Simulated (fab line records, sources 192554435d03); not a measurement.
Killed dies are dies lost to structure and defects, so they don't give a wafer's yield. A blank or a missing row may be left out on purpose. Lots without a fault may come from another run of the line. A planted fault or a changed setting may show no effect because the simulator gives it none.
A struck lot beside a sound one | flow n5_finfet | 38 steps out of a route of 1938
Sound: wafers L973.2, L973.4, L973.5. Struck: wafers L957.1, L957.2, L957.6. The cause comes at the end.
At each step with rows: each side's tool, then ch and its chambers, then its first start. Under that, the readings that differ: sound wafers | struck wafers | difference of the means | sigmas: that difference in standard deviations of wafers without a fault.
alike: readings whose means differ by less than 2 such deviations, and words and numbers that are the same on both sides. not compared: withheld readings, readings that some wafer has no value for, bounds like >300 that may hide the same value, and numbers for which the record gives no deviation and whose values overlap.
The two part at a step that has a row with sigmas, a row that says differs or no value, or rows on one side only. Numbers that don't overlap but have no deviation are shown without sigmas and don't part them. A reading that every wafer of one side lacks parts them only if that side has two wafers or more.

first, 11 steps without rows for these wafers: N5_BEOL_M5_SPUTTER_81 (material Cu, target thk 15 nm, time 27.62 s); N5_BEOL_M5_ANNEAL_82 (time 1800 s); N5_BEOL_M5_SPUTTER_83 (material Cu, target thk 15 nm, time 27.62 s); N5_BEOL_M5_ANNEAL_84 (time 1800 s); N5_BEOL_M5_SPUTTER_88 (material Cu, target thk 15 nm, time 27.62 s); N5_BEOL_M5_ANNEAL_89 (time 1800 s); N5_BEOL_M5_SPUTTER_90 (material Cu, target thk 4.5 nm, time 8.29 s); N5_BEOL_M5_ECD_50 (material Cu, target thk 300 nm); N5_BEOL_M5_ANNEAL_51 (time 90 s); N5_BEOL_M5_CMP_52 (polishes, stops on SiCOH lowk, t overpolish 6.9 s, target thk 62 nm); N5_BEOL_M5_PRE_CLEAN_77 (time 15 s).
N5_BEOL_M5_CO_CAP_78: material Co, precursor CCTBA/H2, target thk 2 nm, time 102.1 s.
  sound on cvd_co-01 ch 0,1, day 15 08:12; struck on cvd_co-01 ch 0,1,2, day 10 07:53
  alike: heater_power_w
then, 2 steps without rows for these wafers: N5_BEOL_M5_PRE_CLEAN_55 (time 15 s); N5_BEOL_M5_DEP_56 (deposits SiCN from 3MS/NH3, target thk 8 nm, time 14 s).
N5_BEOL_M5_INSPECT_58: inspects for defects (darkfield).
  sound on defect_inspect-01, day 15 08:24; struck on defect_inspect-01, day 10 08:07
  reading          | sound    | struck         | difference | sigmas
  raw_defect_count | 45 63 61 | 1035 1048 1083 | +999       | +48
then, 12 steps without rows for these wafers: N5_BEOL_M6_ILD_DEP_00 (deposits SiCOH lowk from DEMS/porogen, target thk 179.75 nm, time 33.4 s); N5_BEOL_M6_CURE_74 (cures SiCOH lowk, time 240 s); N5_BEOL_M6_PECVD_70 (deposits SiO2 from TEOS/O2, target thk 20 nm, time 22.7 s); N5_BEOL_M6_HM_DEP_02 (deposits TiN, target thk 20 nm); N5_BEOL_M6_COAT_59 (time 60 s, resist thk 100 nm); N5_BEOL_M6_COAT_60 (time 60 s, resist thk 35 nm); N5_BEOL_M6_COAT_05 (resist thk 90 nm); N5_BEOL_M6_EBR_07; N5_BEOL_M6_SOFTBAKE_06 (time 60 s); N5_BEOL_M6_EXPOSE_08 (exposes mask M6); N5_BEOL_M6_PEB_09 (peb time 60 s); N5_BEOL_M6_DEVELOP_10 (develop time 30 s).
N5_BEOL_M6_INSPECT_13: inspects for defects (brightfield).
  sound on defect_inspect-02, day 15 12:37; struck on defect_inspect-02, day 10 11:41
  reading          | sound       | struck         | difference | sigmas
  raw_defect_count | 518 428 378 | 1283 1421 1402 | +927       | +11
then, 8 steps without rows for these wafers: N5_BEOL_M6_DESCUM_16 (chemistry O2, time 7.9 s); N5_BEOL_M6_ETCH_61 (etches SiARC in CF4, target depth 45.5 nm, time 75.8 s); N5_BEOL_M6_ETCH_62 (etches SOC in N2/H2, target depth 110 nm, overetch 22 nm, time 165 s); N5_BEOL_M6_STRIP_68 (strips in N2/H2); N5_BEOL_M6_STRIP_67 (strips in CF4); N5_BEOL_M6_HM_OPEN_17 (chemistry Cl2/BCl3, target TiN, target depth 20 nm, overetch 6 nm); N5_BEOL_M6_STRIP_19 (strips in O2); N5_BEOL_M6_COAT_63 (time 60 s, resist thk 60 nm).
N5_BEOL_M6_INSPECT_30: inspects for defects (brightfield).
  sound on defect_inspect-01, day 15 15:30; struck on defect_inspect-01, day 10 12:43
  reading          | sound       | struck         | difference | sigmas
  raw_defect_count | 477 405 354 | 1252 1355 1399 | +923       | +11
-- the record jumps here: 4 days lie between the struck wafers' starts before and after (it left off in module BEOL_M6 and takes up again in module PASSIVATION, whose first step shown is number 1936 of the route) --
N5_PASSIVATION_PROBE_49:
  sound on prober-01, day 19 18:04; struck on prober-01, day 14 11:59
  reading                  | sound          | struck         | difference | sigmas
  defect_limited_yield (%) | 88.1 92.5 89.8 | 85.6 81.4 81.9 | -7.2       | -4
  killed_at_M4_up          | 16 4 13        | 83 141 107     | +99        | +19
  killed_dies              | 140 88 120     | 170 220 214    | +85        | +4
  killed_on_rim            | 14 15 20       | 24 29 28       | +11        | +3
  sort_bin_5_function (%)  | 6.7 4.7 6.3    | 8.3 11.4 9.7   | +3.9       | +4
  sort_n_pass              | 1040 1092 1060 | 1010 960 966   | -85        | -4
  sort_yield_pct (%)       | 88.1 92.5 89.8 | 85.6 81.4 81.9 | -7.2       | -4
  alike: killed_at_M0_to_M3, killed_at_contacts, killed_at_front_end, killed_at_other, killed_open, killed_short, sort_bin_6_memory

WHERE THEY PART
First at N5_BEOL_M5_INSPECT_58; last, within this record, at N5_PASSIVATION_PROBE_49.

WHY: what the simulator had put in
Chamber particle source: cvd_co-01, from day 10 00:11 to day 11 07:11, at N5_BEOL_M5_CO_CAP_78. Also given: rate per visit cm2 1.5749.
